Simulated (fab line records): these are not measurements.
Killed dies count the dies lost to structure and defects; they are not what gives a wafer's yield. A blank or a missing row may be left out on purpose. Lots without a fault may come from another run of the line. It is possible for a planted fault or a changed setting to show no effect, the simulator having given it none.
Comparing a struck lot with a sound one :: flow n5-finfet :: 14 out of 1938 route steps
Sound: wafers L436.1, L436.5, L436.6. Struck: wafer L450.3 (left out: L450.1, L450.5 of the same lot, which were not struck); the cause appears at the end.
At each step with rows: each side's tool, then ch and its chambers, then its first start. Under that, the readings that differ: sound wafers :: struck wafers :: difference of the means :: sigmas: that difference in standard deviations of wafers without a fault.
alike: words and numbers the same on both sides, and readings whose means are apart by under 2 such deviations; not compared: readings that were withheld, readings missing a value for some wafer, numbers with overlapping values and no deviation given by the record, and bounds like >300 which may hide the same value.
A row with sigmas, a row that says differs or no value, or rows on one side alone: a step with any of these is where the two part. Numbers that don't overlap but have no deviation are shown without sigmas and don't part them. A reading missing from all wafers of one side parts the sides only when that side holds two or more wafers.

first, 6 steps without rows for these wafers: N5_BEOL_M9_COAT_22 (resist thk 30 nm); N5_BEOL_M9_EBR_24; N5_BEOL_M9_SOFTBAKE_23 (time 60 s); N5_BEOL_M9_EXPOSE_25 (exposes mask V8); N5_BEOL_M9_PEB_26 (peb time 60 s); N5_BEOL_M9_DEVELOP_27 (develop time 30 s).
N5_BEOL_M9_CD_MEAS_28: the cd target is 70 nm.
  sound on cd-sem-03 ch 0, day 9 12:44; struck on cd-sem-03 ch 0, day 13 03:57
  alike: cd-nm
N5_BEOL_M9_OVL_MEAS_29:
  sound on overlay-02 ch 0, day 9 12:46; struck on overlay-02 ch 0, day 13 03:59
  alike: V8_OVL
N5_BEOL_M9_INSPECT_30: inspects for defects (brightfield).
  struck on defect-inspect-01, day 13 04:02; sound on defect-inspect-01, day 9 12:49
  alike: raw-defect-count
N5_BEOL_M9_DESCUM_33: chemistry O2, time 7 s.
  sound on rie-diel-05 ch 1,2,3, day 9 13:02; struck on rie-diel-02 ch 3, day 13 04:07
  alike: drypump-motor-current-A, oes-product-au, rf-vpp-V, showerhead-plenum-p-Torr, throttle-valve-pct
  not compared: rf-hours-counter-h
N5_BEOL_M9_ETCH_76: etches underlayer in N2/H2, target depth 6.5 nm, time 5.2 s.
  sound on rie-diel-05 ch 1,2,3, day 9 13:05; struck on rie-diel-02 ch 3, day 13 04:08
reading: throttle-valve-pct (%)
sound: 17.60 17.47 18.19
struck: 18.30
difference: +0.55
sigmas: +2
  alike: bias-w, drypump-motor-current-A, etch-rf-on-time-s, oes-product-au, rf-vpp-V, showerhead-plenum-p-Torr
  not compared: rf-hours-counter-h
N5_BEOL_M9_ETCH_65: etches SiARC in CF4, target depth 15.6 nm, time 26 s.
  sound on rie-diel-05 ch 1,2,3, day 9 13:05; struck on rie-diel-02 ch 3, day 13 04:10
  alike: bias-w, drypump-motor-current-A, etch-rf-on-time-s, oes-product-au, rf-vpp-V, showerhead-plenum-p-Torr, throttle-valve-pct
  not compared: rf-hours-counter-h
N5_BEOL_M9_ETCH_66: etches SOC in N2/H2, target depth 80 nm, overetch 16 nm, time 120 s.
  sound on rie-diel-05 ch 1,2,3, day 9 13:07; struck on rie-diel-02 ch 3, day 13 04:11
reading: bias-w (W)
sound: 149.9 150.1 150.6
struck: 137.8
difference: -12.4
sigmas: -26

reading: rf-vpp-V (V)
sound: 527.6 524.8 522.1
struck: 496.4
difference: -28.4
sigmas: -15

reading: throttle-valve-pct (%)
sound: 17.55 17.45 18.15
struck: 18.28
difference: +0.56
sigmas: +2

reading: model.SiARC_of_BEOL_M9_COAT_64.thk-nm (nm)
sound: 6.6 6.4 6.4
struck: 7
difference: +1
sigmas: 
  alike: drypump-motor-current-A, oes-product-au, showerhead-plenum-p-Torr
  not compared: rf-hours-counter-h
then, 1 step without rows for these wafers: N5_BEOL_M9_STRIP_69 (strips in N2/H2).

== WHERE THEY PART ==
Last at N5_BEOL_M9_ETCH_66 as far as this record goes, first at N5_BEOL_M9_ETCH_76.

WHY: what the simulator had put in
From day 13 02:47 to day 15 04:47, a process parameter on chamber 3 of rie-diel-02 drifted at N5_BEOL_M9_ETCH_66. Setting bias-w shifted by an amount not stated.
